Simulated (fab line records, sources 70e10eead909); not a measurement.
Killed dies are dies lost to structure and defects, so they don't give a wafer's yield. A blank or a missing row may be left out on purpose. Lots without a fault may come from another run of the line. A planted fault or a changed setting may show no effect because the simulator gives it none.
Chamber matching | flow nand_harc | NHARC_A_CHANNEL_FILL_D1_ALD_16 on ald_hk-04: 4 sister chambers
The step deposits SiO2, target thk 1.5 nm, pulse time 10 s, ald cycles 15. 22 wafers are shown with their chamber, then 11 later ones without.

WAFERS WITH THEIR CHAMBER
wafer  | chamber | heater_power_outer_w (W) | heater_power_w (W) | precursor_pulse_height_rel
L076.1 | 0       | 239                      | 461                | 0.998
L076.3 | 1       | 267                      | 493                | 1.004
L076.4 | 3       | 274                      | 484                | 0.986
L080.1 | 1       | 280                      | 486                | 1.027
L080.2 | 2       | 249                      | 464                | 0.998
L080.5 | 1       | 275                      | 484                | 0.978
L081.1 | 3       | 247                      | 467                | 0.982
L081.2 | 2       | 253                      | 459                | 1.029
L081.4 | 0       | 224                      | 442                | 0.983
L083.2 | 1       | 279                      | 485                | 1.020
L083.5 | 3       | 258                      | 451                | 0.996
L083.6 | 0       | 219                      | 447                | 0.971
L084.1 | 0       | 225                      | 438                | 1.030
L084.3 | 3       | 256                      | 459                | 1.018
L084.5 | 2       | 251                      | 457                | 1.032
L086.4 | 2       | 251                      | 464                | 1.006
L086.5 | 2       | 251                      | 450                | 0.987
L086.6 | 1       | 277                      | 477                | 1.016
L087.1 | 2       | 254                      | 454                | 0.974
L087.3 | 3       | 256                      | 452                | 0.990
L087.5 | 1       | 274                      | 481                | 0.979
L089.3 | 1       | 276                      | 477                | 0.999

SIGNATURES (means of the wafers above)
reading                    | chamber 0 | chamber 1 | chamber 2 | chamber 3 | scatter within a chamber
heater_power_outer_w       | 226.75    | 275.43    | 251.50    | 258.20    | 6.37
heater_power_w             | 447.00    | 483.29    | 458.00    | 462.60    | 8.76
precursor_pulse_height_rel | 0.99550   | 1.00329   | 1.00433   | 0.99440   | 0.0206
Rule: a wafer's distance from a chamber is the root of the sum, over the readings, of the square of ((its reading less the chamber's mean) divided by the reading's scatter). The wafer belongs to the nearest chamber; if the next one is less than 2 further off, it can't be placed. The scatter: the root of (the sum of the squares of (reading less its chamber's mean) over the shown wafers, divided by (wafers less chambers)).

WAFERS WITHOUT THEIR CHAMBER
wafer  | heater_power_outer_w (W) | heater_power_w (W) | precursor_pulse_height_rel
L089.5 | 260                      | 466                | 0.960
L089.6 | 251                      | 465                | 0.992
L091.1 | 259                      | 464                | 0.987
L091.3 | 219                      | 436                | 0.981
L091.6 | 264                      | 478                | 0.991
L092.3 | 262                      | 458                | 1.018
L092.4 | 284                      | 479                | 1.008
L092.6 | 224                      | 443                | 1.028
L095.1 | 258                      | 463                | 0.975
L095.4 | 226                      | 438                | 1.005
L095.5 | 223                      | 446                | 1.002

WHICH CHAMBER EACH WENT THROUGH
wafer  | from the rows above          | in truth
L089.5 | can't be placed: 3 or 2      | 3
L089.6 | can't be placed: 2 or 3      | 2
L091.1 | can't be placed: 3 or 2      | 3
L091.3 | 0                            | 0
L091.6 | can't be placed: 1 or 3 or 2 | 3
L092.3 | can't be placed: 3 or 2      | 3
L092.4 | 1                            | 1
L092.6 | 0                            | 0
L095.1 | can't be placed: 3 or 2      | 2
L095.4 | 0                            | 0
L095.5 | 0                            | 0
Placed correctly: 5 of 11. Can't be placed from these rows: 6 (the true chamber is among the candidates in 6). Placed wrongly: 0.
